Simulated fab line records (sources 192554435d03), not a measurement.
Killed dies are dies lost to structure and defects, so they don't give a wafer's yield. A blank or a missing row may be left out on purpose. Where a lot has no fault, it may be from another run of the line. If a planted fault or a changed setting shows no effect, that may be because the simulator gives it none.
Split-lot study | flow n5_finfet | on a route of 1938 steps: 7 lots, 21 wafers read

== THE SPLIT ==
At N5_GATE_CUT_ETCH_58 (etches SiNx in CH3F/O2, target depth 17 nm, time 128.6 s), the setting source_w was moved away from the recipe's 415 W on 6 of the 21 wafers read, by -14.8% to +11.1%. For the rest of the wafers, this setting stayed at what the recipe calls for.

The reading is taken at the split's own step.

== THE READING ==
rf_vpp_V, in V, at N5_GATE_CUT_ETCH_58 (etches SiNx in CH3F/O2, target depth 17 nm, time 128.6 s). On this fab line, fault-free wafers typically give 99.3 V with a standard deviation of 0.91 V.

wafer  | tool, chamber at the split | source_w as run, W | against the recipe | rf_vpp_V, V | against lot-mates on the recipe
L075.1 | rie_diel-01, 3             | 415                | recipe             | 98.3        | -
L075.2 | rie_diel-01, 2             | 415                | recipe             | 98.5        | -
L075.3 | rie_diel-01, 1             | 415                | recipe             | 100.1       | -
L079.1 | rie_diel-01, 3             | 356.4              | -14.1%             | 105.7       | +6.5
L079.2 | rie_diel-01, 1             | 415                | recipe             | 99.2        | -
L079.5 | rie_diel-01, 2             | 356.4              | -14.1%             | 105.1       | +5.9
L081.3 | rie_diel-02, 3             | 460.9              | +11.1%             | 94.3        | -6.0
L081.5 | rie_diel-02, 0             | 415                | recipe             | 100.3       | -
L081.6 | rie_diel-02, 3             | 460.9              | +11.1%             | 95.9        | -4.4
L086.2 | rie_diel-02, 3             | 415                | recipe             | 99.2        | -
L086.4 | rie_diel-02, 1             | 415                | recipe             | 99.7        | -
L086.6 | rie_diel-02, 1             | 415                | recipe             | 99.3        | -
L091.3 | rie_diel-02, 1             | 415                | recipe             | 99.9        | -
L091.4 | rie_diel-02, 0             | 415                | recipe             | 99.8        | -
L091.6 | rie_diel-02, 0             | 415                | recipe             | 100.5       | -
L090.4 | rie_diel-06, 3             | 353.4              | -14.8%             | 103.2       | +5.3
L090.5 | rie_diel-06, 3             | 415                | recipe             | 97.9        | -
L090.6 | rie_diel-06, 0             | 353.4              | -14.8%             | 105.5       | +7.6
L097.1 | rie_diel-06, 1             | 415                | recipe             | 99.6        | -
L097.2 | rie_diel-06, 3             | 415                | recipe             | 98.3        | -
L097.4 | rie_diel-06, 2             | 415                | recipe             | 98.4        | -

FIT RESULTS
A straight line over all 21 wafers: rf_vpp_V changes by -0.383 V for each +1% of source_w; r = -0.95; the points scatter about the line by 0.9 V.
The same after taking each lot's own level away (the mean of its wafers on the recipe; 21 wafers): -0.446 V for each +1%; r = -0.98; scatter 0.64 V.
That fit puts the effect of the largest move of source_w on the reading at 6.6 V.
Across the lots, their own levels run from 97.90 to 100.30 V, a range of 2.6 times the standard deviation given above.
So the lot-to-lot level changes the slope: the two fits differ.
Check: with one of the wafers moved furthest among these (-14.8%) left out of the fit, the line predicts +6.92 V for it against its lot-mates. It came out at +5.3 V against them.
Tool readings at the split's step, against how far the setting was moved: rf_vpp_V r = -0.95.

== THE OTHER SPLITS THESE WAFERS WENT THROUGH ==
These wafers also went through other splits before the reading. Each is held against what the fit with the lots' levels taken away leaves over:
other split on the same wafers | wafers away from the commonest value | r with rf_vpp_V (lot level and that fit taken away)
N5_SDB_EXPOSE_08 dose_mj       | 8                                    | -0.08

== FILE'S OWN FIT ==
rf_vpp_V changes by -0.445 V for each +1% of source_w, r = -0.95.
